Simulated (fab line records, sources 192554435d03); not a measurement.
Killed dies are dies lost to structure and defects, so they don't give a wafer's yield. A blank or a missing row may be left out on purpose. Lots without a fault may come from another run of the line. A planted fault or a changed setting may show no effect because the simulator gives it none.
Which tool did it? | flow n5_finfet | 10 lots, 29 wafers sampled, at 4 steps of a route of 1938

WHAT THE GAUGES READ, wafer by wafer
The record holds no reading of a measuring or inspecting step that can be judged against a usual standard deviation.

WHICH TOOL RAN EACH LOT (tool, then ch and the chambers of the sampled wafers, then the start)
lot  | N5_BEOL_M10_DESCUM_33              | N5_BEOL_M10_STRIP_77                          | N5_BEOL_M10_ALD_74                  | N5_BEOL_M10_CMP_52
L686 | rie_diel-02 ch 0,3, day 10 08:04   | rie_diel-02 ch 0,3, day 10 09:26 or earlier   | ald_metal-04 ch 1,2, day 10 09:26   | cmp-01 ch 0,1,3, day 10 10:52
L684 | rie_diel-04 ch 2,3, day 10 08:14   | rie_diel-04 ch 2,3, day 10 10:03 or earlier   | ald_metal-04 ch 1,2,3, day 10 10:03 | cmp-03 ch 0,2, day 10 11:07
L687 | rie_diel-06 ch 1,3, day 11 10:38   | rie_diel-06 ch 1,3, day 11 11:52 or earlier   | ald_metal-04 ch 2,3, day 11 11:52   | cmp-03 ch 1,2,3, day 11 13:05
L690 | rie_diel-02 ch 1,2, day 11 17:39   | rie_diel-02 ch 1,2, day 11 18:56 or earlier   | ald_metal-04 ch 2,3, day 11 18:56   | cmp-03 ch 0,1,2, day 11 20:35
L692 | rie_diel-06 ch 1,2,3, day 11 21:50 | rie_diel-06 ch 1,2,3, day 11 23:31 or earlier | ald_metal-04 ch 0,2,3, day 11 23:31 | cmp-03 ch 0,2,3, day 12 01:13
L693 | rie_diel-04 ch 0,3, day 12 07:49   | rie_diel-04 ch 0,3, day 12 09:10 or earlier   | ald_metal-04 ch 1,2,3, day 12 09:10 | cmp-03 ch 0,1,3, day 12 10:30
L694 | rie_diel-06 ch 0,1, day 12 16:27   | rie_diel-06 ch 0,1, day 12 17:53 or earlier   | ald_metal-02 ch 0,1,2, day 12 17:53 | cmp-04 ch 1,3, day 12 19:24
L700 | rie_diel-04 ch 1,2, day 13 23:44   | rie_diel-04 ch 1,2, day 14 00:52 or earlier   | ald_metal-03 ch 1,2, day 14 00:52   | cmp-03 ch 0,2, day 14 02:00
L704 | rie_diel-04 ch 0,1,2, day 15 01:34 | rie_diel-04 ch 0,1,2, day 15 03:10 or earlier | ald_metal-03 ch 0,2,3, day 15 03:10 | cmp-04 ch 0,1,3, day 15 04:36
L706 | rie_diel-06 ch 2,3, day 15 18:54   | rie_diel-06 ch 2,3, day 15 20:35 or earlier   | ald_metal-03 ch 0,2,3, day 15 20:35 | cmp-01 ch 0,1,2, day 15 21:59
- N5_BEOL_M10_DESCUM_33: chemistry O2, time 7.9 s.
- N5_BEOL_M10_STRIP_77: strips in N2/H2, time 10 s.
- N5_BEOL_M10_ALD_74: deposits TaN, target thk 2 nm, pulse time 2 s, purge time 3 s.
- N5_BEOL_M10_CMP_52: polishes, stops on SiCOH lowk, t overpolish 7 s, target thk 140 nm.

WHAT THE TOOLS THEMSELVES READ (means of the sampled wafers that have a number; where no wafer has one, the mark that the record gives instead)
N5_BEOL_M10_DESCUM_33.
lot  | tool        | drypump_motor_current_A (A) | oes_product_au (a.u.) | rf_vpp_V (V) | showerhead_plenum_p_Torr (Torr) | throttle_valve_pct (%)
L686 | rie_diel-02 | 5.1                         | 0.73                  | 242.4        | 2.06                            | 20.61
L684 | rie_diel-04 | 5.9                         | 0.82                  | 243.9        | 2.15                            | 20.40
L687 | rie_diel-06 | 5.2                         | 0.76                  | 244.3        | 2.13                            | 20.65
L690 | rie_diel-02 | 5.8                         | 0.72                  | 244.0        | 2.13                            | 20.64
L692 | rie_diel-06 | 5.5                         | 0.73                  | 242.9        | 2.09                            | 20.58
L693 | rie_diel-04 | 6.3                         | 0.87                  | 243.1        | 2.11                            | 20.35
L694 | rie_diel-06 | 6.4                         | 0.74                  | 242.2        | 2.06                            | 20.36
L700 | rie_diel-04 | 5.9                         | 0.81                  | 243.5        | 2.03                            | 20.48
L704 | rie_diel-04 | 6.1                         | 0.83                  | 242.5        | 2.03                            | 20.45
L706 | rie_diel-06 | 5.6                         | 0.71                  | 242.3        | 2.02                            | 20.44

N5_BEOL_M10_STRIP_77.
lot  | tool        | drypump_motor_current_A (A) | h2_flow_sccm (sccm) | oes_product_au (a.u.) | rf_vpp_V (V) | showerhead_plenum_p_Torr (Torr) | throttle_valve_pct (%)
L686 | rie_diel-02 | 5.2                         | 200.4               | 0.73                  | 58.1         | 2.50                            | 24.1
L684 | rie_diel-04 | 5.9                         | 199.5               | 0.82                  | 59.6         | 2.61                            | 23.7
L687 | rie_diel-06 | 5.2                         | 200.3               | 0.76                  | 59.0         | 2.59                            | 24.1
L690 | rie_diel-02 | 5.8                         | 199.7               | 0.73                  | 59.5         | 2.60                            | 23.9
L692 | rie_diel-06 | 5.5                         | 199.8               | 0.73                  | 59.4         | 2.54                            | 23.9
L693 | rie_diel-04 | 6.4                         | 200.2               | 0.88                  | 59.8         | 2.54                            | 23.4
L694 | rie_diel-06 | 6.5                         | 199.8               | 0.74                  | 58.4         | 2.51                            | 23.6
L700 | rie_diel-04 | 6.0                         | 199.3               | 0.81                  | 58.9         | 2.46                            | 23.8
L704 | rie_diel-04 | 6.1                         | 200.5               | 0.83                  | 59.2         | 2.46                            | 23.6
L706 | rie_diel-06 | 5.6                         | 200.1               | 0.70                  | 58.9         | 2.45                            | 23.6

N5_BEOL_M10_ALD_74.
lot  | tool         | heater_power_w (W)
L686 | ald_metal-04 | 492
L684 | ald_metal-04 | 493
L687 | ald_metal-04 | 491
L690 | ald_metal-04 | 494
L692 | ald_metal-04 | 464
L693 | ald_metal-04 | 495
L694 | ald_metal-02 | 446
L700 | ald_metal-03 | 431
L704 | ald_metal-03 | 371
L706 | ald_metal-03 | 369

N5_BEOL_M10_CMP_52.
lot  | tool   | barrier_field_endpoint_s (s) | motor_current_A (A) | overpolish_run_s (s) | time_to_endpoint_s (s)
L686 | cmp-01 | 28.9                         | 5.9                 | 6.998                | 66.3
L684 | cmp-03 | 28.7                         | 5.7                 | 6.996                | 64.7
L687 | cmp-03 | 28.5                         | 6.2                 | 7.004                | 66.8
L690 | cmp-03 | 29.5                         | 5.8                 | 7.009                | 67.1
L692 | cmp-03 | 29.9                         | 5.9                 | 7.000                | 71.5
L693 | cmp-03 | 28.9                         | 6.0                 | 7.002                | 67.0
L694 | cmp-04 | 27.3                         | 7.3                 | 6.995                | 62.1
L700 | cmp-03 | 23.3                         | 5.5                 | 7.000                | 52.5
L704 | cmp-04 | 29.1                         | 6.4                 | 6.992                | 68.0
L706 | cmp-01 | 28.4                         | 5.8                 | 6.995                | 66.0

THE ANSWER, worked out from the rows above alone
Rule: what is usual is taken from the lots themselves. Put in order of their means at a reading, lots are off if they are a third of the lots or fewer, leave a main group of 4 or more, and stand apart from it by a gap of 3 or more times the standard deviation of the main group's means; of several such gaps the widest counts. A main group whose means are all the same, to the digits that the tables above print for the reading, isn't used. A lot without any number at a reading at which 4 lots or more have one is off too. The other lots that the step has rows for count as sound. The gauges are gone through in route order, then the tools' own readings, and for those a lot's mean is taken as printed above. The first step at which some lot is off is used, and at that step the reading that is off furthest; a lot without a number counts as furthest.
Off: L700, at N5_BEOL_M10_CMP_52 (barrier_field_endpoint_s). The main group: mean 28.8 s, standard deviation 0.69.
A tool fits if, at that step or a process step before it, it ran every lot that is off, and no sound lot after the first of them. N5_BEOL_M10_STRIP_77 gives no start for some lots, so the hours and the order of its lots are those of N5_BEOL_M10_ALD_74. One fits: cmp-03 at N5_BEOL_M10_CMP_52. Its last sound lot is L693 (day 12 10:30), its first lot that is off L700 (day 14 02:00): a fault that began between those two fits.
The tool's own readings at N5_BEOL_M10_CMP_52 bear it out: on the lots that are off they differ by more than 5 times the standard deviation of the sound lots' means. barrier_field_endpoint_s reads 23.3 s there against 28.8 s on the sound lots; time_to_endpoint_s reads 52.5 s there against 66.6 s on the sound lots.

WHAT THE SIMULATOR HAD PUT IN
Process parameter drift: cmp-03, from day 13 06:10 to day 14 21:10, at N5_BEOL_M10_CMP_52. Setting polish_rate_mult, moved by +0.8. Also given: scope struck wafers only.
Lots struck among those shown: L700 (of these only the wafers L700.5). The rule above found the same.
